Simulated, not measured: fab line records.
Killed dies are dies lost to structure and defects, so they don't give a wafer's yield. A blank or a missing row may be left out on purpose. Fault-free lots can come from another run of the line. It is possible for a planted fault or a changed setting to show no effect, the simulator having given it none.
Comparing a struck lot with a sound one ; flow n5 finfet ; 18 steps out of a route of 1938
Sound: the wafers L242.1, L242.3, L242.5. Struck: wafers L244.2, L244.4. (L244.1 of the same lot was not struck and is left out.) The cause comes at the end.
For every step that has rows: the tool of each side, followed by ch and its chambers, followed by its first start. Under that, the readings that differ: sound wafers ; struck wafers ; difference of the means ; sigmas: that difference in standard deviations of wafers without a fault.
alike: readings with means less than 2 such deviations apart, plus words and numbers identical on both sides. not compared: withheld readings, readings lacking a value on some wafer, bounds such as >300 that could conceal the same value, and numbers that have no deviation in the record and whose values overlap.
The two part at a step that has a row with sigmas, a row that says differs or no value, or rows on one side only. Numbers that have no deviation but don't overlap get no sigmas and don't part them. Lack of a reading on every wafer of one side parts them only where that side has two or more wafers.

N5_MIM_TOP_LITHO_CD_MEAS_08: target cd 2000 nm.
  sound on cd sem-02 ch 0, day 11 15:59; struck on cd sem-02 ch 0, day 12 23:37
  alike: cd nm
N5_MIM_TOP_LITHO_OVL_MEAS_11:
  sound on overlay-02 ch 0, day 11 16:01; struck on overlay-01 ch 0, day 12 23:38
  alike: MIM_TOP_OVL
N5_MIM_TOP_LITHO_INSPECT_12: inspects for defects (macro).
  sound on defect inspect-01, day 11 16:02; struck on defect inspect-01, day 12 23:40
  alike: raw defect count
N5_MIM_TOP_LITHO_DESCUM_10: chemistry O2, time 7.9 s.
  sound on rie diel-01 ch 0,1, day 11 16:04; struck on rie diel-06 ch 0,1, day 12 23:55
  alike: drypump motor current A, oes product au, rf vpp V, showerhead plenum p Torr, throttle valve pct
  not compared: rf hours counter h
N5_MIM_TOP_ETCH_ETCH_00: etches TiN in Cl2/BCl3, target depth 38.5 nm.
  sound on rie metal-02 ch 0,1, day 11 16:09; struck on rie metal-03 ch 1, day 13 00:00
reading;sound;struck;difference;sigmas
throttle valve pct (%);22.72 22.95 22.97;22.38 22.36;-0.51;-2
  alike: drypump motor current A, oes product au
  not compared: rf hours counter h
N5_MIM_TOP_ETCH_STRIP_01: strips in O2.
  sound on rie diel-04 ch 0,2,3, day 11 16:19; struck on rie diel-04 ch 1,2, day 13 00:08
  alike: drypump motor current A, oes product au, rf vpp V, showerhead plenum p Torr, throttle valve pct
  not compared: rf hours counter h
N5_MIM_TOP_ETCH_PECVD_03: deposits SiNx from SiH4/NH3/N2, target thk 20 nm, time 17.6 s.
  sound on pecvd-01 ch 0,1,2, day 11 16:23; struck on pecvd-04 ch 0,2, day 13 00:12
  alike: heater power w, showerhead plenum p Torr, throttle valve pct
then, 5 steps without rows for these wafers: N5_MIM_BOT_LITHO_HMDS_01 (time 60 s); N5_MIM_BOT_LITHO_COAT_02; N5_MIM_BOT_LITHO_EBR_04; N5_MIM_BOT_LITHO_SOFTBAKE_03 (time 90 s); N5_MIM_BOT_LITHO_EXPOSE_05 (exposes mask MIM BOT).
N5_MIM_BOT_LITHO_PEB_06:
  sound on litho track-02 ch 0, day 11 16:37; struck on litho track-02 ch 0, day 13 00:34
then, 2 steps without rows for these wafers: N5_MIM_BOT_LITHO_DEVELOP_07 (develop time 60 s); N5_MIM_BOT_LITHO_HARDBAKE_09 (time 120 s).
N5_MIM_BOT_LITHO_CD_MEAS_08: target cd 3000 nm.
  sound on cd sem-03 ch 0, day 11 16:44; struck on cd sem-02 ch 0, day 13 00:41
reading;sound;struck;difference;sigmas
cd nm (nm);2998.1 2998.7 2997.5;3006.9 3006.4;+8.6;+5
N5_MIM_BOT_LITHO_OVL_MEAS_11:
  sound on overlay-02 ch 0, day 11 16:46; struck on overlay-02 ch 0, day 13 00:43
  alike: MIM_BOT_OVL
following that, these wafers have no rows for 1 step: N5_PASSIVATION_PROBE_49.

WHERE THEY PART
At N5_MIM_TOP_ETCH_ETCH_00 first; at N5_MIM_BOT_LITHO_CD_MEAS_08 last (within this record only). Later steps at which nothing parts them and some readings are alike: N5_MIM_BOT_LITHO_OVL_MEAS_11.

WHY: the cause the simulator had injected
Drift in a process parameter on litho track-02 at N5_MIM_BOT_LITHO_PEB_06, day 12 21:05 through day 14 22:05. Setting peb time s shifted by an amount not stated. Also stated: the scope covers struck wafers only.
